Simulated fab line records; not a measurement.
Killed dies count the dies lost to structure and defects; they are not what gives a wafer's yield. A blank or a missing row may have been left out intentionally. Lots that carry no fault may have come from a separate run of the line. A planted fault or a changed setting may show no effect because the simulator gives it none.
Matching of chambers -- flow nand_harc -- rie_diel-05 running NHARC_A_BONDPAD_ETCH_12: 4 sister chambers
The step etches the open film in CHF3/O2, target depth 220 nm, time 110 s. 8 wafers are shown with their chamber, then 9 later ones without.

## EACH WAFER AND ITS CHAMBER
wafer,chamber,run_length_s (s),rf_vpp_V (V)
L915.1,3,131.1,369.0
L919.3,0,131.5,368.4
L918.2,1,131.0,367.6
L918.5,3,131.7,368.8
L918.6,2,131.9,367.7
L927.3,2,132.2,369.0
L927.5,0,131.3,368.9
L928.5,1,130.6,368.1

## WAFERS WITHOUT THEIR CHAMBER
wafer,run_length_s (s),rf_vpp_V (V)
L935.1,131.2,370.6
L935.4,131.3,368.9
L935.5,131.7,370.7
L936.2,130.8,366.5
L936.3,131.1,370.0
L936.6,130.8,368.1
L937.3,131.3,369.5
L937.5,131.8,367.9
L937.6,131.7,369.3

## CHAMBER TAKEN BY EACH
wafer,from the rows above,in truth
L935.1,can't be placed: 3 or 0 or 2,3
L935.4,can't be placed: 3 or 0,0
L935.5,can't be placed: 3 or 0 or 2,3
L936.2,1,1
L936.3,can't be placed: 3 or 0 or 1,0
L936.6,can't be placed: 1 or 0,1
L937.3,can't be placed: 3 or 0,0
L937.5,can't be placed: 2 or 0 or 3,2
L937.6,can't be placed: 3 or 0 or 2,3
Correctly placed: 1 of 9. Cannot be placed on the basis of these rows: 8; the candidates contain the true chamber in 8. Wrongly placed: 0.
How it was worked out, from the rows above alone: a wafer's distance from a chamber is the root of the sum, over the readings, of the square of ((its reading less the chamber's mean) divided by the reading's scatter). The wafer belongs to the nearest chamber; if the next one is less than 2 further off, it can't be placed. Each chamber's mean is taken over the wafers shown for it. The scatter is the square root of a quotient: the sum, over the shown wafers, of each reading's squared deviation from its chamber's mean, divided by wafers minus chambers.
